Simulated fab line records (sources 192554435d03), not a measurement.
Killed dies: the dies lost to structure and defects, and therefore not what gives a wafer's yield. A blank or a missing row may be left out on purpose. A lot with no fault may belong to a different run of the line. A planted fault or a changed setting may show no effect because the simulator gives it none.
Struck lot and sound lot, side by side / flow n5-finfet / 35 out of 1938 route steps
Sound: these wafers, L285.1, L285.2, L285.6. Wafers struck: L288.1, L288.2, L288.5. The cause is given at the end.
Per side, at each step with rows, come the tool, then ch with its chambers, and then its first start. Under that, the readings that differ: sound wafers / struck wafers / difference of the means / sigmas: that difference in standard deviations of wafers without a fault.
alike: readings with means less than 2 such deviations apart, plus words and numbers identical on both sides. not compared: withheld readings, readings lacking a value on some wafer, bounds such as >300 that could conceal the same value, and numbers that have no deviation in the record and whose values overlap.
Wherever a step has rows on one side only, a row that says differs or no value, or a row with sigmas, the two part there. Numbers that have no deviation but don't overlap get no sigmas and don't part them. A reading missing from all wafers of one side parts the sides only when that side holds two or more wafers.

first, 11 steps without rows for these wafers: N5_BEOL_M11_ETCH_65 (etches SiARC in CF4, target depth 39 nm, time 65 s); N5_BEOL_M11_ETCH_66 (etches SOC in N2/H2, target depth 120 nm, overetch 24 nm, time 180 s); N5_BEOL_M11_STRIP_69 (strips in N2/H2); N5_BEOL_M11_VIA_ETCH_34 (etches SiCOH lowk in C4F6/O2, target depth 184.5 nm, time 69.2 s); N5_BEOL_M11_STRIP_73 (strips in C4F6/O2); N5_BEOL_M11_STRIP_36 (strips in N2/H2); N5_BEOL_M11_TRENCH_ETCH_37 (etches SiCOH lowk in C4F6/O2, target depth 148.83 nm, time 48 s); N5_BEOL_M11_ETCH_41 (etches SiCN in CH3F/O2, target depth 42.6 nm, time 86 s); N5_BEOL_M11_STRIP_77 (strips in N2/H2, time 10 s); N5_BEOL_M11_HM_STRIP_39 (strips TiN in peroxide tin strip, target depth 25 nm, time 158 s); N5_BEOL_M11_SRD_40 (time 30 s).
N5_BEOL_M11_PRECLEAN_42: cleans in residue remover, time 60 s.
  sound on wet-bench-06 ch 3,5,6, day 11 18:34; struck on wet-bench-06 ch 0,4,6, day 13 02:16
then, 22 steps without rows for these wafers: N5_BEOL_M11_SRD_43 (time 30 s); N5_BEOL_M11_CURE_72 (cures SiCOH lowk, time 120 s); N5_BEOL_M11_DEGAS_44 (time 60 s); N5_BEOL_M11_PRE_CLEAN_45 (time 30 s); N5_BEOL_M11_ALD_74 (deposits TaN, target thk 2 nm, pulse time 2 s, purge time 3 s); N5_BEOL_M11_SURFACE_TREAT_76; N5_BEOL_M11_CVD_75 (deposits Co from CCTBA/H2, target thk 2 nm, time 138.9 s); N5_BEOL_M11_SPUTTER_48 (material Cu, target thk 12 nm, time 2 s); N5_BEOL_M11_ECD_50 (material Cu, target thk 318 nm); N5_BEOL_M11_ANNEAL_51 (time 90 s); N5_BEOL_M11_CMP_52 (polishes, stops on SiCOH lowk, t overpolish 7 s, target thk 140 nm); N5_BEOL_M11_PRE_CLEAN_55 (time 15 s); N5_BEOL_M11_DEP_56 (deposits SiCN from 3MS/NH3, target thk 30 nm, time 10.5 s); N5_BEOL_M12_ILD_DEP_00 (deposits SiOC from DEMS/O2, target thk 658.92 nm, time 130.7 s); N5_BEOL_M12_COAT_58 (time 60 s, resist thk 89 nm); N5_BEOL_M12_COAT_04 (resist thk 400 nm); N5_BEOL_M12_EBR_06; N5_BEOL_M12_SOFTBAKE_05 (time 60 s); N5_BEOL_M12_EXPOSE_07 (exposes mask V11); N5_BEOL_M12_PEB_08 (peb time 90 s); N5_BEOL_M12_DEVELOP_09 (develop time 45 s); N5_BEOL_M12_HARDBAKE_14 (time 120 s).
N5_PASSIVATION_PROBE_49:
  sound on prober-02, day 13 09:46; struck on prober-01, day 14 19:12
reading=defect-limited-yield (%); sound=92.2 91.6 93.4; struck=80.2 81.4 80.1; difference=-11.8; sigmas=-8
reading=killed_at_M4_up; sound=11 18 14; struck=132 142 155; difference=+129; sigmas=+23
reading=killed-at-other; sound=2 2 0; struck=6 4 11; difference=+6; sigmas=+2
reading=killed-dies; sound=92 99 78; struck=234 219 235; difference=+140; sigmas=+8
reading=sort_bin_5_function (%); sound=4.3 4.7 3.7; struck=13.0 12.2 12.8; difference=+8.4; sigmas=+8
reading=sort-n-pass; sound=1088 1081 1102; struck=946 961 945; difference=-140; sigmas=-8
reading=sort-yield-pct (%); sound=92.2 91.6 93.4; struck=80.2 81.4 80.1; difference=-11.8; sigmas=-8
  alike: killed_at_M0_to_M3, killed-at-contacts, killed-at-front-end, killed-open, killed-short, sort_bin_6_memory

WHERE THEY PART
At N5_PASSIVATION_PROBE_49 and nowhere else, as far as this record goes.

WHY: the cause the simulator had injected
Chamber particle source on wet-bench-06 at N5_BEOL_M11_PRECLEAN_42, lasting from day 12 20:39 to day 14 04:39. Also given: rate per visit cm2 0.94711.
